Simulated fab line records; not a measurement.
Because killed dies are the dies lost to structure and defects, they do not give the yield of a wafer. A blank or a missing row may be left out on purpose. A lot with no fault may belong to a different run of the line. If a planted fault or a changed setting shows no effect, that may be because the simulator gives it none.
Which tool was responsible?    flow nand harc    6 lots with 17 wafers sampled at 5 steps, on a route of 1302 steps

== WHAT EACH GAUGE READ, for each wafer ==
NHARC_END_SORT_01.
lot   measured      on         killed at array
L818  day 28 19:05  prober-01  556 52

== WHICH TOOL RAN EACH LOT (tool, then ch and the chambers of the sampled wafers, then the start) ==
lot   NHARC_A_CONTACT_ETCH_132              NHARC_A_CONTACT_DESCUM_13           NHARC_A_CONTACT_ETCH_88             NHARC_A_CONTACT_ETCH_135
L809  har cap etch-01 ch 0,1, day 22 16:44  rie diel-07 ch 0,2,3, day 22 21:44  rie diel-07 ch 0,1,3, day 22 21:50  har cap etch-01 ch 0,1, day 22 23:04
L818  har cap etch-03 ch 0,1, day 26 11:28  rie diel-08 ch 1,2, day 26 18:01    rie diel-08 ch 1,3, day 26 18:05    har cap etch-01 ch 0,1, day 26 19:19
L825  har cap etch-03 ch 0,1, day 29 23:24  rie diel-08 ch 0,1, day 30 07:00    rie diel-08 ch 2,3, day 30 07:05    har cap etch-02 ch 1, day 30 08:22
L827  har cap etch-01 ch 0,1, day 30 06:34  rie diel-08 ch 0,1,3, day 30 11:53  rie diel-08 ch 0,1,2, day 30 11:58  har cap etch-03 ch 0,1, day 30 13:14
L829  har cap etch-03 ch 0,1, day 31 02:36  rie diel-04 ch 1,3, day 31 07:23    rie diel-04 ch 0,1,3, day 31 07:29  har cap etch-03 ch 1, day 31 08:52
L830  har cap etch-03 ch 0,1, day 31 18:39  rie diel-07 ch 0,1, day 32 00:05    rie diel-07 ch 0,1,2, day 32 00:10  har cap etch-01 ch 0,1, day 32 01:25
- NHARC_A_CONTACT_ETCH_132: etches the open film in C4F8/O2/Ar, time 197 s, target depth 1924 nm.
- NHARC_A_CONTACT_DESCUM_13: chemistry O2, time 3 s.
- NHARC_A_CONTACT_ETCH_88: etches the open film in CF4, target depth 39 nm, time 65 s.
- NHARC_A_CONTACT_ETCH_135: etches the open film in C4F8/O2/Ar, time 311 s, target depth 1912 nm.

== THE ANSWER, worked out from the rows above alone ==
Rule: usual is defined by the lots themselves. The widest of any qualifying gaps counts: lots, ordered by their means at a reading, are off when they make up no more than a third of the lots, leave a main group of 4 or more, and stand apart from it by 3 or more times the standard deviation of that group's means. If all means in a main group match to the digits the tables above print for the reading, that group is not used. Also off: a lot with no number at a reading for which 4 or more lots have one. The other lots that the step has rows for count as sound.
No lot is off on any of the readings shown, so nothing can be concluded from this.

== WHAT THE SIMULATOR HAD INSERTED ==
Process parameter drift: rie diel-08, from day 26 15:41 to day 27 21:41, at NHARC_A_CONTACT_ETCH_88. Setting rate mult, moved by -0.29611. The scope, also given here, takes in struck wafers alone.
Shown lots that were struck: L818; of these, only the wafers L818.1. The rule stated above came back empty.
